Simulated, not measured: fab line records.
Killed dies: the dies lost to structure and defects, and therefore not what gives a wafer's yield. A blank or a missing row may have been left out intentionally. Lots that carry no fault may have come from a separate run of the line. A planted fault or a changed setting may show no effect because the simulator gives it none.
A struck lot beside a sound one ; flow nand harc ; 14 steps out of a route of 1159
Sound: these wafers, L658.1, L658.3, L658.6. Struck: wafer L668.5. (L668.4, L668.6 of the same lot were not struck and are left out.) The cause comes at the end.
Order at every step that has rows: each side's tool, ch and its chambers, its first start. Under that, the readings that differ: sound wafers ; struck wafers ; difference of the means ; sigmas: that difference in standard deviations of wafers without a fault.
alike: a reading whose means differ by less than 2 such deviations, as well as words and numbers matching on both sides. not compared: withheld readings; readings where some wafer has no value; bounds like >300 that might hide an equal value; numbers whose values overlap and for which the record gives no deviation.
The two part at a step that has a row with sigmas, a row that says differs or no value, or rows on one side only. When numbers do not overlap yet have no deviation, they are printed without sigmas and do not part them. A reading missing from all wafers of one side parts the sides only when that side holds two or more wafers.

NHARC_A_WL_FILL_CVD_03: deposits W, target thk 40 nm, time 3302 s.
  sound on cvd w-02 ch 0, day 15 03:06; struck on cvd w-02 ch 1, day 18 12:58
  alike: heater power w, throttle valve pct
NHARC_A_WL_FILL_ETCHBACK_04: etches the open film in NF3, target depth 60 nm, time 120 s.
  sound on rie metal-01 ch 0,1, day 15 05:58; struck on rie metal-02 ch 1, day 18 15:27
  alike: drypump motor current A, oes product au, run length s
  not compared: rf hours counter h
NHARC_A_WL_FILL_ETCHBACK_05: etches the open film in Cl2/BCl3, target depth 22 nm, time 60 s.
  sound on rie metal-01 ch 1, day 15 06:10; struck on rie metal-02 ch 1, day 18 15:37
  alike: drypump motor current A, oes product au, run length s
  not compared: rf hours counter h
then, 6 steps without rows for these wafers: NHARC_A_WL_FILL_STRIP_27 (strips in N2/H2, time 20 s); NHARC_A_WL_FILL_STRIP_28 (strips in post etch residue remover, time 1200 s); NHARC_A_WL_FILL_PRECLEAN_06 (cleans in DIW, time 300 s); NHARC_A_WL_FILL_SRD_07; NHARC_A_WL_FILL_ANNEAL_08 (time 1800 s); NHARC_A_WL_FILL_ALD_10 (deposits SiO2, target thk 50 nm, pulse time 10 s, ald cycles 500).
NHARC_A_WL_FILL_ETCHBACK_16: etches the open film in C4F8/O2/Ar, target depth 88 nm, time 17.6 s.
  sound on rie diel-09 ch 1,3; struck on rie diel-10 ch 3
  alike: oes product au, rf vpp V, run length s
  not compared: rf hours counter h
NHARC_A_WL_FILL_STRIP_29: strips in O2, time 20 s.
  sound on rie diel-09 ch 0,2, day 15 13:40; struck on rie diel-10 ch 3, day 19 01:28
reading;sound;struck;difference;sigmas
throttle valve pct (%);17.035 17.026 17.034;17.053;+0.021;+2
  alike: drypump motor current A, oes product au, rf vpp V, showerhead plenum p Torr
  not compared: rf hours counter h
NHARC_A_WL_FILL_ETCHBACK_17: etches the open film in Cl2/BCl3, target depth 4 nm, time 26.7 s.
  sound on rie metal-02 ch 0,1, day 15 13:47; struck on rie metal-02 ch 0, day 19 01:35
reading;sound;struck;difference;sigmas
run length s (s);47.5 47.5 48.2;40.2;-7.5;-16
  alike: drypump motor current A, oes product au
  not compared: rf hours counter h
then, 1 step without rows for these wafers: NHARC_A_WL_FILL_PRECLEAN_18 (cleans in dHF, time 30 s).
NHARC_END_SORT_01:
  the record has rows for the sound wafers here (prober-01 ch 0, day 19 19:07) and none for the struck ones

## WHERE THEY PART
First at NHARC_A_WL_FILL_STRIP_29; last, within this record, at NHARC_END_SORT_01.

WHY: what had been put in by the simulator
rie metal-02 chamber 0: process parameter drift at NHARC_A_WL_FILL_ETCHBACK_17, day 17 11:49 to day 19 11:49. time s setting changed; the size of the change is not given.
